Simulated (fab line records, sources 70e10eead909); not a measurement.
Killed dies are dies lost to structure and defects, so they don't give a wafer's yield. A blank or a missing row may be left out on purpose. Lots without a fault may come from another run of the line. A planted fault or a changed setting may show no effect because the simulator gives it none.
Chamber matching | flow nand_harc | NHARC_A_CONTACT_DEP_29 on pecvd-04: 3 sister chambers
The step deposits SiON, target thk 100 nm. 6 wafers are shown with their chamber, then 10 later ones without.

WAFERS WITH THEIR CHAMBER
wafer  | chamber | showerhead_vpp_V (V) | heater_power_w (W)
L084.2 | 2       | 1094                 | 687
L082.5 | 0       | 1036                 | 746
L083.3 | 0       | 1046                 | 711
L083.4 | 1       | 1084                 | 835
L085.1 | 1       | 1064                 | 840
L085.3 | 2       | 1107                 | 790

WAFERS WITHOUT THEIR CHAMBER
wafer  | showerhead_vpp_V (V) | heater_power_w (W)
L085.6 | 1099                 | 797
L087.2 | 1035                 | 799
L087.4 | 1034                 | 801
L087.5 | 1061                 | 794
L090.2 | 1056                 | 682
L090.3 | 1054                 | 825
L090.6 | 1056                 | 694
L093.1 | 1115                 | 776
L093.4 | 1125                 | 773
L093.5 | 1027                 | 774

WHICH CHAMBER EACH WENT THROUGH
wafer  | from the rows above     | in truth
L085.6 | can't be placed: 2 or 1 | 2
L087.2 | 0                       | 0
L087.4 | 0                       | 0
L087.5 | can't be placed: 1 or 0 | 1
L090.2 | 0                       | 0
L090.3 | can't be placed: 1 or 0 | 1
L090.6 | 0                       | 0
L093.1 | 2                       | 2
L093.4 | 2                       | 2
L093.5 | 0                       | 0
Placed correctly: 7 of 10. Can't be placed from these rows: 3 (the true chamber is among the candidates in 3). Placed wrongly: 0.
How it was worked out, from the rows above alone: a wafer's distance from a chamber is the root of the sum, over the readings, of the square of ((its reading less the chamber's mean) divided by the reading's scatter). The wafer belongs to the nearest chamber; if the next one is less than 2 further off, it can't be placed. A chamber's mean is the mean of its shown wafers. The scatter: the root of (the sum of the squares of (reading less its chamber's mean) over the shown wafers, divided by (wafers less chambers)).
